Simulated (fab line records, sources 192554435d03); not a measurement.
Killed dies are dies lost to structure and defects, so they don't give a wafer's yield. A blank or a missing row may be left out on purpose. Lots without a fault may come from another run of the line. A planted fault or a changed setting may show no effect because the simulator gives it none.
fab line records | flow n5_finfet
record lots=11 wafers=32 last_day=21
route steps=1938 shown MIM_TOP@1834 MIM_TOP_LITHO@1849 MIM_BOT_LITHO@1858 PASSIVATION@1936
lots that met no fault: from a run of the same line without faults
start_h: hours from the record's first day to the start of the lot's first wafer shown | wait_h: hours since the lot's step before | " the same as in the row above | L1.1+2: a row that stands for several wafers | - no value, or no start given | * or withheld: withheld | < > ~ a bound
route shown NAME@n: a module of which the file shows steps, and the number in the route of the first | usual: mean/standard deviation of fault-free wafers | same: alike in all rows | chamber/n: place in a boat | sites: the reading at each site | _std_site: their standard deviation | _edge_site: outer sites' mean less inner sites' | radius_mm: how far each site lies from the wafer's centre | mask NAME#n: copy n | behind: the tool/chamber that last shaped the wafer | hold: why the lot was held/for how many hours/how that ended | device: the transistor (n, p or np) that didn't switch | end of line: the same wafers' tests at the end of the route | a step without rows: its recipe alone | killed: dies lost to structure and defects at the first sort, not the wafer's yield | map: a wafer's dies, x killed, . not, _ none there
set.NAME: the setting as run; set.NAME@STEP: as run at that earlier step | model.NAME: the simulator's own value behind a step, which no gauge read
steps of the route over a sample of lots; a table a step, a row a wafer
services: from which hour (start_h, from the record's first day; less than 0 if before it) a tool's chamber was out of use, for how many hours, and why
## steps
# step N5_MIM_TOP_ALD_00
# recipe material=Al2O3 target_thk_a=* temp_c=withheld ald_precursor_family=TMA ald_co_reactant=O3 pulse_time_s=withheld purge_time_s=3 co_reactant_purge_time_s=withheld co_reactant_pulse_time_s=3 ald_cycles=withheld
# usual precursor_pulse_height_rel=1.001/0.018
# columns lot.wafer tool chamber start_h wait_h precursor_pulse_height_rel
L632.1 ald_hk-02 2 344.17 0.1 1.018
L632.4 " 0 " " 0.994
L632.6 " 1 " " 1.016
L635.2 ald_hk-03 1 353.58 0.1 0.989
L635.3 " 2 " " 0.982
L635.5 " 3 " " 0.971
L633.2 ald_hk-02 0 357.88 0.1 1.021
L633.4 " 3 " " 0.994
L638.2 ald_hk-01 2 381.55 0.1 0.989
L638.4 " 0 " " 1.009
L638.5 " 2 " " 1.011
L640.3 ald_hk-01 0 393.02 0.1 1.015
L640.4 " 1 " " 1.043
L640.6 " 2 " " 1.000
L642.1 ald_hk-01 1 423.95 0.1 0.989
L642.4 " 3 " " 0.983
L642.5 " 3 " " 0.979
L648.3 ald_hk-03 3 433.67 0.1 0.973
L648.4 " 0 " " 1.020
L648.6 " 1 " " 1.023
L646.2 ald_hk-03 1 457.72 0.1 0.979
L646.5 " 0 " " 0.978
L646.6 " 3 " " 0.956
L654.1 ald_hk-01 3 465.71 0.1 1.004
L654.2 " 2 " " 0.999
L654.5 " 3 " " 0.983
L650.2 ald_hk-02 2 477.94 0.1 1.003
L650.3 " 3 " " 1.011
L650.5 " 2 " " 1.021
L653.1 ald_hk-01 1 482.10 0.1 1.000
L653.2 " 0 " " 1.022
L653.6 " 1 " " 1.048
# step N5_MIM_TOP_LITHO_INSPECT_12
# recipe mode=adi inspect_instrument=macro
# usual raw_defect_count=1.8/1.3
# columns lot.wafer tool chamber start_h wait_h raw_defect_count
L632.1 defect_inspect-02 - 346.38 0.0 1
L632.4 " - " " 1
L632.6 " - " " 2
L635.2 defect_inspect-02 - 354.79 0.0 3
L635.3 " - " " 3
L635.5 " - " " 0
L633.2 defect_inspect-02 - 359.20 0.0 3
L633.4 " - " " 0
L638.2 defect_inspect-01 - 382.78 0.0 2
L638.4 " - " " 2
L638.5 " - " " 2
L640.3 defect_inspect-02 - 394.05 0.0 2
L640.4 " - " " 2
L640.6 " - " " 2
L642.1 defect_inspect-02 - 425.88 0.0 3
L642.4 " - " " 0
L642.5 " - " " 1
L648.3 defect_inspect-02 - 435.30 0.0 2
L648.4 " - " " 2
L648.6 " - " " 1
L646.2 defect_inspect-02 - 459.16 0.0 0
L646.5 " - " " 1
L646.6 " - " " 3
L654.1 defect_inspect-01 - 468.94 0.0 1
L654.2 " - " " 0
L654.5 " - " " 1
L650.2 defect_inspect-02 - 479.58 0.0 2
L650.3 " - " " 1
L650.5 " - " " 2
L653.1 defect_inspect-01 - 485.48 0.0 1
L653.2 " - " " 5
L653.6 " - " " 1
# step N5_MIM_BOT_LITHO_EXPOSE_05
# recipe mask_id=MIM_BOT na=0.55 source_shape=conventional sigma_outer=0.8 polarization=unpolarized dose_mj=24.25
# usual exposure_dose_mJ_cm2=24.255/0.026 stage_vel_mm_s=500.08/0.22
# columns lot.wafer tool chamber start_h wait_h mask exposure_dose_mJ_cm2 stage_vel_mm_s
L632.1 krf_scanner-01 0 346.93 - MIM_BOT#0 24.265 499.99
L632.4 " 0 " " MIM_BOT#0 24.249 500.43
L632.6 " 0 " " MIM_BOT#0 24.272 500.21
L635.2 krf_scanner-02 0 355.49 - MIM_BOT#0 24.247 500.36
L635.3 " 0 " " MIM_BOT#0 24.262 500.03
L635.5 " 0 " " MIM_BOT#0 24.270 499.93
L633.2 krf_scanner-02 0 359.73 - MIM_BOT#0 24.276 500.01
L633.4 " 0 " " MIM_BOT#0 24.266 500.21
L638.2 krf_scanner-01 0 383.42 - MIM_BOT#0 24.247 500.21
L638.4 " 0 " " MIM_BOT#0 24.270 500.18
L638.5 " 0 " " MIM_BOT#0 24.255 500.28
L640.3 krf_scanner-02 0 394.69 - MIM_BOT#0 24.262 500.35
L640.4 " 0 " " MIM_BOT#0 24.241 500.00
L640.6 " 0 " " MIM_BOT#0 24.215 499.89
L642.1 krf_scanner-01 0 426.62 - MIM_BOT#0 24.269 499.96
L642.4 " 0 " " MIM_BOT#0 24.267 499.94
L642.5 " 0 " " MIM_BOT#0 24.236 500.07
L648.3 krf_scanner-01 0 436.14 - MIM_BOT#0 24.238 500.04
L648.4 " 0 " " MIM_BOT#0 24.193 500.04
L648.6 " 0 " " MIM_BOT#0 24.239 500.20
L646.2 krf_scanner-01 0 459.80 - MIM_BOT#0 25.704 499.89
L646.5 " 0 " " MIM_BOT#0 25.716 500.38
L646.6 " 0 " " MIM_BOT#0 25.739 500.17
L654.1 krf_scanner-02 0 469.48 - MIM_BOT#0 24.254 500.03
L654.2 " 0 " " MIM_BOT#0 24.264 500.37
L654.5 " 0 " " MIM_BOT#0 24.242 500.04
L650.2 krf_scanner-01 0 480.22 - MIM_BOT#0 25.716 500.34
L650.3 " 0 " " MIM_BOT#0 25.730 500.16
L650.5 " 0 " " MIM_BOT#0 25.729 500.23
L653.1 krf_scanner-02 0 486.20 - MIM_BOT#0 24.253 500.18
L653.2 " 0 " " MIM_BOT#0 24.257 500.08
L653.6 " 0 " " MIM_BOT#0 24.274 500.20
# step N5_MIM_BOT_LITHO_CD_MEAS_08
# recipe target_cd_nm=3000 landing_energy_ev=500 detector=se_inlens polarity=opening
# usual cd_nm=2998.9/2
# columns lot.wafer tool chamber start_h wait_h cd_nm
L632.1 cd_sem-02 0 347.10 - 2999.2
L632.4 " 0 " " 3002.7
L632.6 " 0 " " 3000.9
L635.2 cd_sem-02 0 355.66 - 3000.7
L635.3 " 0 " " 3000.1
L635.5 " 0 " " 2999.0
L633.2 cd_sem-03 0 359.91 - 2998.9
L633.4 " 0 " " 2999.3
L638.2 cd_sem-03 0 383.59 - 3001.5
L638.4 " 0 " " 2997.6
L638.5 " 0 " " 3000.3
L640.3 cd_sem-03 0 394.86 - 3000.2
L640.4 " 0 " " 3001.6
L640.6 " 0 " " 3000.4
L642.1 cd_sem-01 0 426.80 - 2998.1
L642.4 " 0 " " 2995.6
L642.5 " 0 " " 3001.2
L648.3 cd_sem-03 0 436.31 - 3001.3
L648.4 " 0 " " 3000.9
L648.6 " 0 " " 2998.6
L646.2 cd_sem-01 0 459.97 - 3006.8
L646.5 " 0 " " 3008.0
L646.6 " 0 " " 3006.9
L654.1 cd_sem-02 0 469.66 - 3002.2
L654.2 " 0 " " 2999.3
L654.5 " 0 " " 2999.9
L650.2 cd_sem-01 0 480.39 - 3009.6
L650.3 " 0 " " 3011.6
L650.5 " 0 " " 3008.8
L653.1 cd_sem-02 0 486.38 - 2998.7
L653.2 " 0 " " 2997.8
L653.6 " 0 " " 2995.8
# step N5_MIM_BOT_LITHO_OVL_MEAS_11
# recipe points_per_wafer=44
# usual MIM_BOT_OVL=2/5.9
# columns lot.wafer tool chamber start_h wait_h MIM_BOT_OVL[nm]
L632.1 overlay-02 0 347.13 0.0 -4
L632.4 " 0 " " 4
L632.6 " 0 " " 0
L635.2 overlay-01 0 355.69 0.0 3
L635.3 " 0 " " 5
L635.5 " 0 " " 8
L633.2 overlay-02 0 359.94 0.0 6
L633.4 " 0 " " 8
L638.2 overlay-01 0 383.62 0.0 -5
L638.4 " 0 " " -2
L638.5 " 0 " " -6
L640.3 overlay-01 0 394.89 0.0 -1
L640.4 " 0 " " 6
L640.6 " 0 " " 1
L642.1 overlay-02 0 426.83 0.0 5
L642.4 " 0 " " -1
L642.5 " 0 " " 1
L648.3 overlay-02 0 436.34 0.0 -7
L648.4 " 0 " " -2
L648.6 " 0 " " 0
L646.2 overlay-02 0 460.00 0.0 -1
L646.5 " 0 " " 0
L646.6 " 0 " " 5
L654.1 overlay-02 0 469.69 0.0 0
L654.2 " 0 " " 13
L654.5 " 0 " " -5
L650.2 overlay-02 0 480.42 0.0 0
L650.3 " 0 " " 6
L650.5 " 0 " " 8
L653.1 overlay-02 0 486.41 0.0 6
L653.2 " 0 " " 3
L653.6 " 0 " " -5
# step N5_PASSIVATION_PROBE_49
# usual defect_limited_yield=90.9/1.6 killed_at_M0_to_M3=37/11 killed_at_M4_up=15/5.6 killed_at_contacts=13/6.4 killed_at_front_end=39/11 killed_at_other=4/3.1 killed_dies=107/19 killed_on_rim=14/4.3 killed_open=71/14 killed_short=34/7.8 sort_bin_4_leakage=0.01/0.053 sort_bin_5_function=5.3/1 sort_bin_6_memory=3.4/0.72 sort_bin_8_speed=0.0/0.42 sort_n_pass=1072/20 sort_yield_pct=90.9/1.7
# same gross_dies=1180 killed_at_back_side=0
# columns lot.wafer tool chamber start_h wait_h defect_limited_yield[%] killed_at_M0_to_M3 killed_at_M4_up killed_at_contacts killed_at_front_end killed_at_other killed_dies killed_on_rim killed_open killed_short sort_bin_4_leakage[%] sort_bin_5_function[%] sort_bin_6_memory[%] sort_bin_8_speed[%] sort_n_pass sort_yield_pct[%]
L633.2 prober-01 - 370.53 0.1 91.1 43 14 10 32 6 105 16 62 38 0 4.7 3.6 0 1075 91.1
L633.4 prober-01 - 370.63 0.2 94.2 21 15 4 27 2 69 13 40 25 0 3.7 2.1 0 1111 94.2
L638.2 prober-02 - 395.33 0.1 92.5 35 18 17 17 2 89 12 65 21 0 4.4 3.0 0 1091 92.5
L638.4 prober-02 - 395.43 0.2 91.4 33 29 15 25 0 102 16 66 33 0 5.4 2.7 0 1078 91.4
L638.5 prober-02 - 395.48 0.2 92.7 43 12 4 19 8 86 12 58 26 0 3.9 2.9 0 1094 92.7
L648.3 prober-01 - 447.85 0.1 90.4 34 23 24 31 1 113 15 68 43 0 5.8 3.5 0 1067 90.4
L648.4 prober-01 - 447.90 0.2 91.8 24 14 23 34 2 97 12 68 27 0 4.9 3.2 0 1083 91.8
L648.6 prober-01 - 448.00 0.3 90.2 30 31 27 28 0 116 23 67 48 0 5.3 4.3 0 1064 90.2
# killed by level:class
L633.2 BEOL_M0_SAQP:geometric_particle:open=15 BEOL_M0_SAQP:geometric_particle:short=13 GATE_CUT:geometric_particle:short=9 MOL_CONTACT_COAG:geometric_particle:open=7 FIN_SAQP:geometric_particle:open=6 GATE_CUT:geometric_particle:open=5 BEOL_M1:geometric_particle:open=5 BEOL_M4:geometric_particle:open=4
L633.4 BEOL_M0_SAQP:geometric_particle:short=7 BEOL_M4:geometric_particle:open=6 DUMMY_GATE:geometric_particle:open=4 GATE_CUT:geometric_particle:open=4 FIN_SAQP:geometric_particle:short=3 FIN_SAQP:geometric_particle:open=3 GATE_CUT:geometric_particle:short=3 BEOL_M0_SAQP:geometric_particle:open=3
L638.2 MOL_CONTACT_COAG:geometric_particle:open=14 BEOL_M2:geometric_particle:open=13 BEOL_M4:geometric_particle:open=9 STI_FIN_REVEAL:geometric_particle:open=5 BEOL_M3:geometric_particle:open=5 FIN_SAQP:geometric_particle:open=3 GATE_CUT:geometric_particle:short=3 MOL_CONTACT_COAG:geometric_particle:short=3
L638.4 BEOL_M4:geometric_particle:open=16 MOL_CONTACT_COAG:geometric_particle:open=13 BEOL_M1:geometric_particle:open=10 FIN_SAQP:geometric_particle:short=9 BEOL_M0_SAQP:geometric_particle:short=5 FIN_SAQP:geometric_particle:open=4 BEOL_M0:geometric_particle:short=4 BEOL_M4:geometric_particle:short=4
L638.5 BEOL_M1:geometric_particle:open=12 BEOL_M2:geometric_particle:open=8 BEOL_M0_SAQP:geometric_particle:open=5 BEOL_M0_SAQP:geometric_particle:short=5 BEOL_M0:geometric_particle:open=4 FIN_SAQP:geometric_particle:open=3 ILD0:geometric_particle:open=3 MOL_CONTACT_COAG:geometric_particle:open=3
L648.3 MOL_CONTACT_COAG:geometric_particle:open=19 BEOL_M4:geometric_particle:open=13 FIN_SAQP:geometric_particle:short=9 BEOL_M0_SAQP:geometric_particle:short=7 BEOL_M2:geometric_particle:short=7 BEOL_M0_SAQP:geometric_particle:open=6 BEOL_M2:geometric_particle:open=6 BEOL_M4:geometric_particle:short=5
L648.4 MOL_CONTACT_COAG:geometric_particle:open=22 FIN_SAQP:geometric_particle:open=7 FIN_SAQP:geometric_particle:short=7 STI_FIN_REVEAL:geometric_particle:open=6 BEOL_M0:geometric_particle:open=4 DUMMY_GATE:geometric_particle:open=3 BEOL_M0_SAQP:geometric_particle:short=3 BEOL_M0_SAQP:geometric_particle:open=3
L648.6 BEOL_M4:geometric_particle:open=17 MOL_CONTACT_COAG:geometric_particle:open=15 MOL_CONTACT_COAG:geometric_particle:short=12 BEOL_M0_SAQP:geometric_particle:short=8 BEOL_M0_SAQP:geometric_particle:open=5 BEOL_M2:geometric_particle:short=5 STI_FIN_REVEAL:geometric_particle:open=4 BEOL_M1:geometric_particle:short=4
## services
# columns tool chamber start_h hours kind
krf_scanner-01 - 336.28 1.0 pm
ald_hk-03 - 384.03 0.5 repair
krf_scanner-01 - 384.34 1.3 pm
krf_scanner-02 0 385.97 - calibration
ald_hk-03 - 400.66 6.0 pm
krf_scanner-01 - 404.05 0.8 repair
krf_scanner-01 - 413.17 4.0 pm
krf_scanner-02 - 417.19 1.3 pm
krf_scanner-02 - 420.04 4.0 pm
krf_scanner-02 - 424.07 1.0 pm
krf_scanner-02 - 438.15 0.8 pm
ald_hk-02 - 441.52 2.6 repair
krf_scanner-02 - 441.87 2.6 repair
ald_hk-03 - 447.11 8.7 pm
krf_scanner-01 0 448.73 - calibration
ald_hk-01 - 458.32 2.8 pm
krf_scanner-01 - 468.09 3.6 pm
krf_scanner-01 - 482.37 0.8 pm
## key
first_sign step=N5_MIM_BOT_LITHO_EXPOSE_05 reading=exposure_dose_mJ_cm2 direction=up sigmas=56 usual=24.255 struck=25.722
effect step=N5_MIM_BOT_LITHO_CD_MEAS_08 reading=cd_nm direction=up sigmas=4.8 usual=2998.9 struck=3008.6
met_at N5_MIM_BOT_LITHO_EXPOSE_05
struck_lots L646,L650
not_acting_at N5_MIM_TOP_ALD_00,N5_MIM_TOP_LITHO_INSPECT_12,N5_MIM_BOT_LITHO_OVL_MEAS_11
onset_between 436.14 459.80
fault kind=process_parameter_drift tool=krf_scanner-01 chamber=- onset_h=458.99 steps=N5_MIM_BOT_LITHO_EXPOSE_05 channel=dose_mj offset=1.4333 shape=step acts_in=these_recipes_only stated=24.25
